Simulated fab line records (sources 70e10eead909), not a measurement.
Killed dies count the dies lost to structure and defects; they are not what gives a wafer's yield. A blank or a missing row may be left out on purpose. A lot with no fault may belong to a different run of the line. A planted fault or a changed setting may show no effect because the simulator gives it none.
fab line records -- flow nand-harc
record lots=5, wafers=15, last-day=33
route steps=1302 shown A_SLIT@927 END@1302
lots that met no fault: taken from a fault-free run of the same line
start-h: start of the lot's first displayed wafer, in hours after the record's first day -- wait-h: hours elapsed since this lot's preceding step -- " repeats the value in the row above -- L1.1+2: one row covering several wafers at once -- - no value, or no start given -- * or withheld: withheld -- < > ~ a bound
route shown NAME@n: names a module that has steps shown in the file, with the first one's number in the route -- usual: average and standard deviation across the fault-free wafers -- same: alike in all rows -- chamber/n: place in a boat -- sites: each site's reading -- _std_site: how widely they spread, as a standard deviation -- _edge_site: the outer-site mean with the inner-site mean subtracted -- radius-mm: for every site, how far away it sits from the centre of the wafer -- mask NAME#n: copy n -- behind: the last tool/chamber to shape the wafer -- hold: cause of the lot's hold/its duration in hours/its outcome -- device: the n, p or np transistor that did not switch -- end of line: at the end of the route, the tests of the same wafers -- a step given without rows: its recipe and nothing more -- killed: at the first sort, the dies lost to defects and structure; wafer yield is something else -- map: dies across one wafer; x = killed, . = not, _ = none there
set.NAME: setting as actually run; set.NAME@STEP: the setting as run at that earlier step -- model.NAME: the simulator's own value behind a step, which no gauge read
a table for each step, a row for each wafer; lots at some steps of the route
services: when a tool's chamber went out of use (start-h, in hours from the record's first day, below 0 if earlier), for how many hours, and the reason
## steps
# step NHARC_A_SLIT_COAT_03
# recipe spin-rpm=1500, resist-thk-nm=90
# step NHARC_A_SLIT_SOFTBAKE_04
# recipe temp-c=105, time-s=55
# step NHARC_A_SLIT_EBR_05
# step NHARC_A_SLIT_EXPOSE_06
# recipe na=1.35, dose-mj=60.82, mask-id=SLIT
# step NHARC_A_SLIT_PEB_07
# recipe peb-temp-c=100, peb-time-s=65
# step NHARC_A_SLIT_DEVELOP_08
# recipe develop-time-s=35, dev-temp-c=23
# step NHARC_A_SLIT_CD_MEAS_09
# recipe target-cd-nm=300, landing-energy-ev=500
# usual cd-nm=300.3/0.55
# same landing-energy-ev=500
lot.wafer,tool,chamber,start-h,wait-h,cd-nm
L326.1,cd-sem-03,0,485.32,-,299.6
L326.5,cd-sem-03,0,485.32,-,300.1
L326.6,cd-sem-03,0,485.32,-,299.1
L331.1,cd-sem-03,0,533.71,-,300.7
L331.4,cd-sem-03,0,533.71,-,299.1
L331.6,cd-sem-03,0,533.71,-,300.2
L332.1,cd-sem-03,0,535.03,-,300.1
L332.2,cd-sem-03,0,535.03,-,299.8
L332.5,cd-sem-03,0,535.03,-,300.1
L340.2,cd-sem-02,0,612.22,-,300.3
L340.3,cd-sem-02,0,612.22,-,300.0
L340.4,cd-sem-02,0,612.22,-,300.2
L346.1,cd-sem-01,0,672.73,-,299.9
L346.2,cd-sem-01,0,672.73,-,299.6
L346.6,cd-sem-01,0,672.73,-,299.9
# step NHARC_A_SLIT_OVL_MEAS_10
# usual overlay-x-nm=0.2/0.99, overlay-y-nm=0.0/0.79
lot.wafer,tool,chamber,start-h,wait-h,overlay-x-nm,overlay-y-nm
L326.1,overlay-02,-,485.41,-,0.4,-0.6
L326.5,overlay-02,-,485.41,-,0.3,-0.8
L326.6,overlay-02,-,485.41,-,0.3,-0.2
L331.1,overlay-01,-,533.80,-,0.6,0.5
L331.4,overlay-01,-,533.80,-,0.2,0.3
L331.6,overlay-01,-,533.80,-,0.3,-0.2
L332.1,overlay-02,-,535.11,-,0.7,0.3
L332.2,overlay-02,-,535.11,-,0.8,0.6
L332.5,overlay-02,-,535.11,-,0.8,0.3
L340.2,overlay-01,-,612.31,-,0.3,-2.3
L340.3,overlay-01,-,612.31,-,0.6,-0.9
L340.4,overlay-01,-,612.31,-,0.5,-1.9
L346.1,overlay-02,-,672.82,-,1.9,1.1
L346.2,overlay-02,-,672.82,-,1.6,1.0
L346.6,overlay-02,-,672.82,-,1.2,0.8
# step NHARC_A_SLIT_INSPECT_11
# usual raw-defect-count=54/28
lot.wafer,tool,chamber,start-h,wait-h,raw-defect-count
L326.1,defect-inspect-01,-,485.44,0.0,108
L326.5,defect-inspect-01,-,485.44,0.0,111
L326.6,defect-inspect-01,-,485.44,0.0,128
L331.1,defect-inspect-01,-,533.83,0.0,33
L331.4,defect-inspect-01,-,533.83,0.0,31
L331.6,defect-inspect-01,-,533.83,0.0,25
L332.1,defect-inspect-02,-,535.15,0.0,87
L332.2,defect-inspect-02,-,535.15,0.0,76
L332.5,defect-inspect-02,-,535.15,0.0,86
L340.2,defect-inspect-02,-,612.35,0.0,91
L340.3,defect-inspect-02,-,612.35,0.0,87
L340.4,defect-inspect-02,-,612.35,0.0,78
L346.1,defect-inspect-02,-,672.86,0.0,36
L346.2,defect-inspect-02,-,672.86,0.0,50
L346.6,defect-inspect-02,-,672.86,0.0,36
# step NHARC_A_SLIT_DESCUM_14
# recipe time-s=3, o2-flow-sccm=200, ar-flow-sccm=0, bias-power-w=0, chemistry=O2
# usual drypump-motor-current-A=5.9/0.46, oes-product-au=0.996/0.012, rf-vpp-V=57.8/0.88, showerhead-plenum-p-Torr=1.89/0.079, throttle-valve-pct=11.312/0.0089
# same bias-power-w=0
lot.wafer,tool,chamber,start-h,wait-h,drypump-motor-current-A,oes-product-au,rf-hours-counter-h,rf-vpp-V,showerhead-plenum-p-Torr,throttle-valve-pct
L326.1,rie-diel-08,3,485.52,0.1,5.7,0.991,8,57.0,1.81,11.324
L326.6,rie-diel-08,1,485.52,0.1,5.7,0.986,-,57.2,1.85,11.311
L326.5,rie-diel-08,2,485.52,0.1,5.2,0.983,-,57.7,1.92,11.301
L331.1,rie-diel-13,0,533.92,0.1,6.5,1.000,0,58.8,1.99,11.301
L331.4,rie-diel-13,3,533.92,0.1,5.7,0.983,0,58.6,1.90,11.325
L331.6,rie-diel-13,1,533.92,0.1,5.9,1.018,-,59.2,2.03,11.311
L332.2,rie-diel-08,2,535.22,0.1,5.2,0.998,10,57.6,1.92,11.328
L332.1,rie-diel-08,0,535.22,0.1,6.1,1.007,10,58.1,2.01,11.318
L332.5,rie-diel-08,1,535.22,0.1,5.7,1.006,-,58.1,1.85,11.317
L340.4,rie-diel-06,1,612.41,0.1,5.5,0.984,6,56.5,1.79,11.315
L340.3,rie-diel-06,2,612.41,0.1,6.7,0.996,6,58.3,1.85,11.294
L340.2,rie-diel-06,3,612.41,0.1,6.6,0.984,6,58.6,1.92,11.337
L346.1,rie-diel-08,0,672.92,0.1,6.1,1.017,8,59.9,2.01,11.306
L346.2,rie-diel-08,3,672.92,0.1,5.6,0.994,9,56.8,1.80,11.307
L346.6,rie-diel-08,0,672.92,0.1,6.1,1.013,-,59.3,2.01,11.298
# step NHARC_A_SLIT_ETCH_24
# recipe target-depth-a=1210, time-s=60.5, cf4-flow-sccm=100, chf3-flow-sccm=30, ar-flow-sccm=0, rf-w=500, bias-w=200, chemistry=CF4/CHF3
# usual drypump-motor-current-A=6.0/0.45, oes-product-au=0.959/0.018, rf-vpp-V=370.1/2.2, showerhead-plenum-p-Torr=1.56/0.063, throttle-valve-pct=16.802/0.01
lot.wafer,tool,chamber,start-h,wait-h,drypump-motor-current-A,oes-product-au,rf-hours-counter-h,rf-vpp-V,showerhead-plenum-p-Torr,throttle-valve-pct
L326.1,rie-diel-08,1,485.60,0.1,5.7,0.961,5,369.9,1.52,16.825
L326.6,rie-diel-08,0,485.60,0.1,6.1,0.986,-,373.6,1.65,16.804
L326.5,rie-diel-08,1,485.60,0.1,5.7,0.961,-,369.4,1.52,16.799
L331.4,rie-diel-13,0,534.00,0.1,6.5,0.969,0,373.7,1.63,16.814
L331.1,rie-diel-13,3,534.00,0.1,5.7,0.973,0,370.5,1.56,16.809
L331.6,rie-diel-13,1,534.00,0.1,6.0,0.975,-,373.7,1.67,16.797
L332.2,rie-diel-08,3,535.30,0.1,5.6,0.925,11,367.4,1.49,16.799
L332.1,rie-diel-08,0,535.30,0.1,6.1,0.933,10,373.6,1.65,16.812
L332.5,rie-diel-08,2,535.30,0.1,5.2,0.917,-,372.9,1.58,16.817
L340.3,rie-diel-06,3,612.49,0.1,6.7,0.972,6,371.2,1.58,16.817
L340.2,rie-diel-06,0,612.49,0.1,6.4,0.934,5,366.7,1.48,16.809
L340.4,rie-diel-06,2,612.49,0.1,6.7,0.945,6,367.8,1.52,16.815
L346.2,rie-diel-08,3,673.00,0.1,5.6,0.960,9,366.6,1.49,16.781
L346.1,rie-diel-08,2,673.00,0.1,5.2,0.973,8,368.1,1.58,16.799
L346.6,rie-diel-08,3,673.00,0.1,5.6,0.954,-,367.7,1.49,16.799
# step NHARC_A_SLIT_ETCH_15
# recipe target-depth-a=62000, over-etch-frac=0.3, time-s=1612, ion-energy-ev=150, o2-flow-sccm=400, cos-flow-sccm=20, ar-flow-sccm=0, rf-w=500, bias-w=300, chemistry=O2/COS
# usual cos-flow-sccm=20.00/0.062, drypump-motor-current-A=6.0/0.46, oes-product-au=0.994/0.012, rf-vpp-V=313.7/1.8, showerhead-plenum-p-Torr=3.09/0.12, throttle-valve-pct=28.331/0.0095
lot.wafer,tool,chamber,start-h,wait-h,cos-flow-sccm,drypump-motor-current-A,oes-product-au,rf-hours-counter-h,rf-vpp-V,showerhead-plenum-p-Torr,throttle-valve-pct
L326.1,rie-diel-08,1,-,-,19.99,5.8,0.986,6,313.6,3.02,28.339
L326.6,rie-diel-08,3,-,-,19.97,5.6,0.985,-,311.3,2.96,28.333
L326.5,rie-diel-08,0,-,-,20.06,6.1,1.003,-,316.7,3.28,28.351
L331.4,rie-diel-13,3,-,-,20.02,5.7,0.977,0,313.0,3.10,28.343
L331.1,rie-diel-13,0,-,-,20.06,6.5,0.998,0,316.3,3.24,28.328
L331.6,rie-diel-13,0,-,-,20.08,6.6,1.004,-,314.0,3.24,28.337
L332.2,rie-diel-08,0,-,-,20.02,6.1,1.010,10,316.9,3.28,28.332
L332.1,rie-diel-08,3,-,-,19.97,5.7,0.989,11,311.1,2.96,28.334
L332.5,rie-diel-08,1,-,-,20.05,5.7,0.994,-,312.0,3.02,28.329
L340.2,rie-diel-06,0,-,-,19.93,6.4,0.956,5,313.1,2.95,28.335
L340.4,rie-diel-06,2,-,-,19.99,6.7,0.995,6,313.2,3.02,28.318
L340.3,rie-diel-06,3,-,-,20.00,6.7,0.997,7,314.7,3.13,28.335
L346.1,rie-diel-08,2,-,-,20.00,5.2,0.997,8,316.1,3.13,28.329
L346.2,rie-diel-08,3,-,-,19.97,5.7,0.993,9,311.4,2.95,28.345
L346.6,rie-diel-08,3,-,-,19.95,5.7,0.989,-,311.6,2.95,28.341
# step NHARC_A_SLIT_ETCH_17
# recipe bias-v=900, source-w=withheld, pressure-mtorr=20, ar-flow-sccm=375, c4f8-flow-sccm=83.3, o2-flow-sccm=41.7, time-s=4254.5, target-depth-a=2.03e+05, chemistry=C4F8/O2/Ar
# usual c4f8-flow-sccm=83.26/0.27, drypump-motor-current-A=5.5/0.45, showerhead-plenum-p-Torr=3.68/0.13, throttle-valve-pct=32.047/0.009
lot.wafer,tool,chamber,start-h,wait-h,c4f8-flow-sccm,drypump-motor-current-A,rf-hours-counter-h,showerhead-plenum-p-Torr,throttle-valve-pct,model.A_SLIT.cd-nm
L326.1,har-etch-01,1,487.35,-,83.38,6.3,264,3.57,32.049,290.2
L326.5,har-etch-01,0,489.17,-,82.83,5.4,-,3.65,32.039,290.2
L326.6,har-etch-01,1,489.17,-,83.43,6.3,-,3.57,32.047,290.2
L331.1,har-etch-01,0,535.77,-,83.50,5.3,287,3.63,32.060,289.1
L331.4,har-etch-01,0,536.97,-,83.34,5.3,-,3.63,32.059,289.1
L331.6,har-etch-01,1,536.97,-,83.59,6.3,-,3.55,32.053,289.1
L332.1,har-etch-02,0,536.47,-,83.94,5.1,88,3.66,32.058,289.6
L332.2,har-etch-02,1,536.47,-,83.14,5.4,88,3.89,32.053,289.6
L332.5,har-etch-02,0,538.89,-,83.64,5.0,-,3.66,32.045,289.6
L340.2,har-etch-02,1,614.25,-,83.50,5.4,130,3.87,32.049,289
L340.3,har-etch-02,0,614.25,-,83.09,5.1,-,3.64,32.027,289
L340.4,har-etch-02,1,614.25,-,83.23,5.4,-,3.87,32.044,289
L346.1,har-etch-02,1,674.17,-,83.22,5.4,168,3.84,32.051,282.6
L346.2,har-etch-02,0,674.17,-,82.78,5.1,168,3.62,32.025,282.6
L346.6,har-etch-02,1,676.59,-,82.97,5.4,-,3.84,32.045,282.6
# step NHARC_A_SLIT_ETCH_26
# recipe bias-v=400, source-w=2000, pressure-mtorr=25, time-s=90, ar-flow-sccm=375, c4f8-flow-sccm=41.7, o2-flow-sccm=83.3, target-depth-a=4000, chemistry=C4F8/O2/Ar
# usual c4f8-flow-sccm=41.72/0.13, drypump-motor-current-A=5.5/0.45, showerhead-plenum-p-Torr=3.71/0.14, throttle-valve-pct=27.619/0.01
lot.wafer,tool,chamber,start-h,wait-h,c4f8-flow-sccm,drypump-motor-current-A,rf-hours-counter-h,showerhead-plenum-p-Torr,throttle-valve-pct
L326.1,har-etch-01,1,490.42,2.5,41.72,6.3,267,3.59,27.596
L326.5,har-etch-01,0,490.42,2.5,41.59,5.3,-,3.68,27.631
L326.6,har-etch-01,1,490.42,2.5,41.66,6.3,-,3.59,27.624
L331.1,har-etch-01,0,538.80,2.4,41.76,5.3,290,3.66,27.629
L331.4,har-etch-01,0,538.80,2.4,41.82,5.3,-,3.66,27.610
L331.6,har-etch-01,1,538.80,2.4,41.63,6.3,-,3.58,27.636
L332.1,har-etch-02,0,540.10,3.0,41.57,5.1,91,3.69,27.623
L332.2,har-etch-02,1,540.10,3.0,41.85,5.4,91,3.93,27.614
L332.5,har-etch-02,0,540.10,3.0,41.63,5.1,-,3.69,27.632
L340.2,har-etch-02,1,617.26,2.4,41.48,5.4,133,3.90,27.626
L340.3,har-etch-02,0,617.26,2.4,41.58,5.1,-,3.67,27.622
L340.4,har-etch-02,1,617.26,2.4,41.57,5.4,-,3.90,27.616
L346.1,har-etch-02,1,677.80,3.0,41.83,5.4,171,3.88,27.629
L346.2,har-etch-02,0,677.80,3.0,41.65,5.1,171,3.65,27.605
L346.6,har-etch-02,1,677.80,3.0,41.94,5.4,-,3.88,27.616
# step NHARC_A_SLIT_STRIP_28
# recipe o2-flow-sccm=400, cos-flow-sccm=20, ar-flow-sccm=0, bias-w=0, chemistry=O2/COS
# step NHARC_A_SLIT_ETCH_29
# recipe target-depth-a=1000, overetch-a=100, time-s=55, ion-energy-ev=100, cf4-flow-sccm=80, o2-flow-sccm=20, ar-flow-sccm=0, rf-w=300, bias-w=100, chemistry=CF4/O2
# usual drypump-motor-current-A=6.0/0.47, oes-product-au=0.996/0.012, rf-vpp-V=197.4/1.4, showerhead-plenum-p-Torr=1.32/0.054, throttle-valve-pct=13.398/0.01
lot.wafer,tool,chamber,start-h,wait-h,drypump-motor-current-A,oes-product-au,rf-hours-counter-h,rf-vpp-V,showerhead-plenum-p-Torr,throttle-valve-pct,model.A_SLIT.cd-nm
L326.1,rie-diel-13,1,491.27,0.1,6.0,1.004,9,198.4,1.42,13.408,290.2
L326.5,rie-diel-13,1,491.27,0.1,6.0,1.006,-,200.4,1.42,13.403,290.1
L326.6,rie-diel-13,2,491.27,0.1,5.9,1.013,-,196.1,1.30,13.377,289.9
L331.1,rie-diel-08,2,539.66,0.1,5.2,0.984,10,197.3,1.34,13.392,290.2
L331.4,rie-diel-08,3,539.66,0.1,5.6,0.992,11,196.7,1.26,13.399,288.1
L331.6,rie-diel-08,2,539.66,0.1,5.2,0.994,-,197.4,1.34,13.407,290.1
L332.1,rie-diel-06,3,540.99,0.1,6.6,0.989,3,196.5,1.34,13.387,290.2
L332.2,rie-diel-06,0,540.99,0.1,6.4,0.973,3,198.8,1.26,13.404,289.2
L332.5,rie-diel-06,3,540.99,0.1,6.6,0.989,-,196.8,1.34,13.392,290
L340.4,rie-diel-13,3,618.11,0.1,5.7,0.983,5,197.6,1.32,13.396,288.8
L340.2,rie-diel-13,1,618.11,0.1,6.0,1.014,4,198.7,1.41,13.379,288.3
L340.3,rie-diel-13,2,618.11,0.1,5.9,1.009,5,196.3,1.29,13.365,288.7
L346.2,rie-diel-06,1,678.69,0.1,5.5,0.997,0,194.6,1.25,13.408,286.7
L346.1,rie-diel-06,2,678.69,0.1,6.7,0.997,0,197.1,1.29,13.371,286.4
L346.6,rie-diel-06,0,678.69,0.1,6.4,1.009,-,195.7,1.26,13.408,286.3
# step NHARC_A_SLIT_STRIP_18
# recipe o2-flow-sccm=500, ar-flow-sccm=0, bias-w=0, chemistry=O2
# usual drypump-motor-current-A=6.0/0.47, oes-product-au=0.995/0.012, rf-vpp-V=57.6/0.95, showerhead-plenum-p-Torr=3.49/0.13, throttle-valve-pct=17.035/0.0089
lot.wafer,tool,chamber,start-h,wait-h,drypump-motor-current-A,oes-product-au,rf-hours-counter-h,rf-vpp-V,showerhead-plenum-p-Torr,throttle-valve-pct
L326.1,rie-diel-13,0,-,-,6.5,0.969,10,58.2,3.66,17.049
L326.5,rie-diel-13,3,-,-,5.7,0.982,-,60.1,3.50,17.033
L326.6,rie-diel-13,0,-,-,6.5,0.963,-,58.6,3.66,17.044
L331.4,rie-diel-08,1,-,-,5.7,0.995,9,56.9,3.41,17.027
L331.1,rie-diel-08,0,-,-,6.1,1.006,11,58.3,3.70,17.037
L331.6,rie-diel-08,1,-,-,5.7,1.008,-,57.4,3.41,17.039
L332.1,rie-diel-06,3,-,-,6.7,0.985,3,58.2,3.54,17.036
L332.2,rie-diel-06,0,-,-,6.4,0.965,3,57.7,3.33,17.047
L332.5,rie-diel-06,0,-,-,6.5,0.968,-,56.2,3.33,17.040
L340.3,rie-diel-13,2,-,-,5.9,1.016,5,57.8,3.43,17.030
L340.4,rie-diel-13,3,-,-,5.7,0.983,5,59.8,3.50,17.032
L340.2,rie-diel-13,1,-,-,6.0,1.014,4,57.4,3.73,17.026
L346.2,rie-diel-06,3,-,-,6.7,1.002,0,58.2,3.54,17.032
L346.1,rie-diel-06,0,-,-,6.4,1.013,0,58.3,3.33,17.046
L346.6,rie-diel-06,3,-,-,6.7,1.000,-,57.9,3.54,17.042
# step NHARC_END_SORT_01
# recipe temp-c=25
# usual killed-at-array=58/22, killed-at-other=1.0/1.3, killed-at-periphery=5/3.4, killed-dies=64/22, killed-open=3.6/1.8, killed-short=2.4/1.7
# same gross-dies=677
lot.wafer,tool,chamber,start-h,wait-h,killed-at-array,killed-at-other,killed-at-periphery,killed-dies,killed-open,killed-short
L326.1,prober-02,0,593.70,2.5,94,2,4,100,5,2
L326.5,prober-02,0,596.86,3.7,102,0,3,105,2,2
L326.6,prober-02,0,597.65,4.0,120,2,1,123,3,2
L331.1,prober-01,0,646.96,2.5,68,1,2,71,5,4
L331.4,prober-01,0,649.39,3.4,52,1,3,56,3,7
L331.6,prober-01,0,651.00,4.0,52,0,6,58,5,3
L332.1,prober-02,0,646.98,2.5,62,4,3,69,3,0
L332.2,prober-02,0,647.77,2.8,67,3,5,75,3,3
L332.5,prober-02,0,650.15,3.7,61,1,2,64,3,0
L340.2,prober-02,0,724.21,2.8,67,0,6,73,2,2
L340.3,prober-02,0,725.02,3.1,71,0,9,80,4,0
L340.4,prober-02,0,725.83,3.4,66,1,8,75,6,2
L346.1,prober-02,0,787.61,2.5,48,0,2,50,1,1
L346.2,prober-02,0,788.41,2.8,55,0,2,57,3,3
L346.6,prober-02,0,791.62,4.0,50,0,2,52,5,2
# killed by level:class
L326.1 A_SLIT:chamber-film-flake=29 A_CHANNEL_HOLE_D2:chamber-film-flake=28 A_CHANNEL_HOLE_D1:chamber-film-flake=20 A_STAIRCASE:chamber-film-flake=6 A_WL_FILL:geometric-particle:open=2 P_ZERO_WELL:chamber-film-flake=2 A_BLC:chamber-film-flake=2 P_CONTACT:geometric-particle:open=1
L326.5 A_CHANNEL_HOLE_D1:chamber-film-flake=35 A_CHANNEL_HOLE_D2:chamber-film-flake=29 A_SLIT:chamber-film-flake=25 A_M1:chamber-film-flake=3 A_CHANNEL_FILL_D1:chamber-film-flake=2 A_STAIRCASE:chamber-film-flake=2 A_CONTACT:chamber-film-flake=2 P_M0:geometric-particle:short=1
L326.6 A_CHANNEL_HOLE_D2:chamber-film-flake=40 A_CHANNEL_HOLE_D1:chamber-film-flake=38 A_SLIT:chamber-film-flake=29 A_CONTACT:chamber-film-flake=4 A_M1:chamber-film-flake=2 A_ONON_D1:geometric-particle:short=1 A_CHANNEL_HOLE_D1:geometric-particle:open=1 A_ONON_D2:geometric-particle:short=1
L331.1 A_SLIT:chamber-film-flake=31 A_CHANNEL_HOLE_D2:chamber-film-flake=16 A_CHANNEL_HOLE_D1:chamber-film-flake=6 A_CONTACT:chamber-film-flake=4 A_WL_FILL:chamber-film-flake=3 A_SGD_CUT:geometric-particle:short=2 P_GATE:geometric-particle:open=1 A_CHANNEL_HOLE_D1:geometric-particle:short=1
L332.1 A_CHANNEL_HOLE_D1:chamber-film-flake=42 A_CHANNEL_HOLE_D2:chamber-film-flake=13 THIN_TSV:chamber-film-flake=4 P_GATE:chamber-film-flake=2 A_SLIT:chamber-film-flake=2 A_CONTACT:chamber-film-flake=2 P_M0:geometric-particle:open=1 A_ONON_D1:geometric-particle:open=1
L332.2 A_CHANNEL_HOLE_D1:chamber-film-flake=39 A_CHANNEL_HOLE_D2:chamber-film-flake=14 P_GATE:chamber-film-flake=5 A_SLIT:chamber-film-flake=3 A_CONTACT:chamber-film-flake=3 THIN_TSV:chamber-film-flake=3 A_ONON_D1:geometric-particle:open=1 A_CHANNEL_FILL_D1:geometric-particle:open=1
L331.4 A_SLIT:chamber-film-flake=21 A_CHANNEL_HOLE_D2:chamber-film-flake=8 A_CHANNEL_HOLE_D1:chamber-film-flake=7 A_CONTACT:chamber-film-flake=5 A_ONON_D1:geometric-particle:short=2 A_WL_FILL:geometric-particle:short=2 P_CONTACT:geometric-particle:open=1 P_M1:geometric-particle:short=1
L332.5 A_CHANNEL_HOLE_D1:chamber-film-flake=38 A_CHANNEL_HOLE_D2:chamber-film-flake=12 A_CONTACT:chamber-film-flake=8 P_M0:geometric-particle:open=1 A_CHANNEL_FILL_D1:geometric-particle:open=1 A_M1:geometric-particle:open=1 P_GATE:chamber-film-flake=1 A_STAIRCASE:chamber-film-flake=1
L331.6 A_SLIT:chamber-film-flake=27 A_CONTACT:chamber-film-flake=9 A_CHANNEL_HOLE_D2:chamber-film-flake=8 A_CHANNEL_HOLE_D1:chamber-film-flake=3 P_GATE:geometric-particle:open=2 P_STI:chamber-film-flake=2 P_CONTACT:geometric-particle:open=1 P_M0:geometric-particle:short=1
L340.2 A_CHANNEL_HOLE_D1:chamber-film-flake=30 A_CHANNEL_HOLE_D2:chamber-film-flake=21 A_SLIT:chamber-film-flake=5 P_CONTACT:chamber-film-flake=2 A_CHANNEL_FILL_D1:chamber-film-flake=2 A_CONTACT:chamber-film-flake=2 A_DECK1_JOINT:geometric-particle:short=1 A_ONON_D2:geometric-particle:short=1
L340.3 A_CHANNEL_HOLE_D1:chamber-film-flake=30 A_CHANNEL_HOLE_D2:chamber-film-flake=25 P_CONTACT:chamber-film-flake=5 A_STAIRCASE:chamber-film-flake=5 A_CONTACT:chamber-film-flake=4 A_SLIT:chamber-film-flake=3 A_DECK1_JOINT:chamber-film-flake=2 P_CONTACT:geometric-particle:open=1
L340.4 A_CHANNEL_HOLE_D1:chamber-film-flake=29 A_CHANNEL_HOLE_D2:chamber-film-flake=19 P_CONTACT:chamber-film-flake=6 A_SLIT:chamber-film-flake=5 A_CONTACT:chamber-film-flake=5 A_CHANNEL_FILL_D2:geometric-particle:open=2 P_GATE:geometric-particle:open=1 P_M0:geometric-particle:open=1
L346.1 A_CHANNEL_HOLE_D1:chamber-film-flake=24 A_SLIT:chamber-film-flake=11 A_CONTACT:chamber-film-flake=6 A_STAIRCASE:chamber-film-flake=2 A_WL_FILL:chamber-film-flake=2 P_STI:geometric-particle:short=1 A_ONON_D1:geometric-particle:open=1 P_ZERO_WELL:chamber-film-flake=1
L346.2 A_CHANNEL_HOLE_D1:chamber-film-flake=31 A_SLIT:chamber-film-flake=8 A_CONTACT:chamber-film-flake=6 A_STAIRCASE:chamber-film-flake=3 P_ZERO_WELL:geometric-particle:open=1 A_DECK1_JOINT:geometric-particle:short=1 A_CHANNEL_FILL_D2:geometric-particle:short=1 A_SGD_CUT:geometric-particle:open=1
L346.6 A_CHANNEL_HOLE_D1:chamber-film-flake=20 A_SLIT:chamber-film-flake=11 A_CONTACT:chamber-film-flake=5 A_DECK1_JOINT:chamber-film-flake=3 A_CHANNEL_HOLE_D2:chamber-film-flake=2 A_STAIRCASE:chamber-film-flake=2 P_M0:geometric-particle:open=1 P_M2:geometric-particle:short=1
## services
tool,chamber,start-h,hours,kind
rie-diel-06,1,467.64,21.6,repair
rie-diel-08,0,474.80,-,clean
rie-diel-08,1,474.80,-,clean
rie-diel-08,2,474.80,-,clean
rie-diel-08,3,474.80,-,clean
rie-diel-06,-,484.20,9.0,pm
rie-diel-08,0,499.30,-,clean
rie-diel-08,1,499.30,-,clean
rie-diel-08,2,499.30,-,clean
rie-diel-08,3,499.30,-,clean
rie-diel-13,2,505.23,4.4,repair
rie-diel-13,-,519.04,9.0,pm
rie-diel-08,0,523.80,-,clean
rie-diel-08,1,523.80,-,clean
rie-diel-08,2,523.80,-,clean
rie-diel-08,3,523.80,-,clean
rie-diel-08,-,544.80,9.0,pm
rie-diel-08,0,544.80,9.0,vent-cycle
rie-diel-08,1,544.80,9.0,vent-cycle
rie-diel-08,2,544.80,9.0,vent-cycle
rie-diel-06,0,551.68,6.0,repair
rie-diel-06,0,618.96,2.4,repair
rie-diel-06,-,661.20,9.0,pm
rie-diel-08,2,678.45,2.4,repair
## key
first-sign none at tools or gauges
model-effect step=NHARC_A_SLIT_ETCH_17, value=A_SLIT.cd-nm, without=290.5, struck=282.6
model-effect step=NHARC_A_SLIT_ETCH_29, value=A_SLIT.cd-nm, without=291.2, struck=286.5
met-at NHARC_A_SLIT_ETCH_17
struck-wafers L346.1,L346.2,L346.6
tester-left-out L346
onset-between 614.25 674.17
also-fits time
fault kind=process-parameter-drift, tool=har-etch-02, chamber=-, onset-h=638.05, steps=NHARC_A_SLIT_ETCH_17, channel=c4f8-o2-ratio, offset=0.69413, shape=step, end-h=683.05, acts-in=these-recipes-only, stated=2
# tester-left-out: of these lots the tester's yield and bins aren't shown, on N5 and GAA mostly nor the transistor test; their killed dies are dies lost to structure and defects alone, not to doping, threshold or leakage, so they don't give the yield
